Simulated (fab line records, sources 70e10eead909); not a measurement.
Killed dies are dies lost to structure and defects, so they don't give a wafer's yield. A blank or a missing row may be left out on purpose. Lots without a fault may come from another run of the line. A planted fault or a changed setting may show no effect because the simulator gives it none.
Chamber matching | flow nand_harc | NHARC_A_M0_PRE_CLEAN_31 on pecvd-02: 3 sister chambers
The step time 12 s. 16 wafers are shown with their chamber, then 8 later ones without.

WAFERS WITH THEIR CHAMBER
wafer  | chamber | heater_power_w (W) | susceptor_temp_C (C)
L078.3 | 2       | 569                | 370.03
L078.4 | 2       | 565                | 369.85
L078.5 | 0       | 564                | 370.08
L085.2 | 2       | 513                | 370.13
L085.5 | 2       | 503                | 369.88
L085.6 | 1       | 556                | 369.87
L086.1 | 0       | 651                | 369.90
L086.2 | 1       | 678                | 370.31
L086.4 | 0       | 644                | 369.81
L090.3 | 1       | 598                | 370.23
L090.4 | 1       | 598                | 370.03
L090.6 | 2       | 527                | 369.99
L091.1 | 0       | 619                | 370.24
L091.2 | 1       | 592                | 370.19
L091.4 | 0       | 627                | 369.94
L093.4 | 0       | 607                | 370.22

SIGNATURES (means of the wafers above)
reading          | chamber 0 | chamber 1 | chamber 2 | scatter within a chamber
heater_power_w   | 618.67    | 604.40    | 535.40    | 35.6
susceptor_temp_C | 370.0317  | 370.1260  | 369.9760  | 0.16
Rule: a wafer's distance from a chamber is the root of the sum, over the readings, of the square of ((its reading less the chamber's mean) divided by the reading's scatter). The wafer belongs to the nearest chamber; if the next one is less than 2 further off, it can't be placed. The scatter: the root of (the sum of the squares of (reading less its chamber's mean) over the shown wafers, divided by (wafers less chambers)).

WAFERS WITHOUT THEIR CHAMBER
wafer  | heater_power_w (W) | susceptor_temp_C (C)
L093.5 | 614                | 369.93
L093.6 | 616                | 370.17
L095.1 | 598                | 370.04
L095.4 | 601                | 370.27
L095.6 | 485                | 370.05
L096.2 | 570                | 369.90
L096.5 | 666                | 370.06
L096.6 | 550                | 370.28

WHICH CHAMBER EACH WENT THROUGH
wafer  | from the rows above          | in truth
L093.5 | can't be placed: 0 or 1 or 2 | 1
L093.6 | can't be placed: 1 or 0      | 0
L095.1 | can't be placed: 1 or 0 or 2 | 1
L095.4 | can't be placed: 1 or 0 or 2 | 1
L095.6 | can't be placed: 2 or 1      | 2
L096.2 | can't be placed: 2 or 0 or 1 | 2
L096.5 | can't be placed: 0 or 1      | 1
L096.6 | can't be placed: 1 or 2 or 0 | 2
Placed correctly: 0 of 8. Can't be placed from these rows: 8 (the true chamber is among the candidates in 8). Placed wrongly: 0.
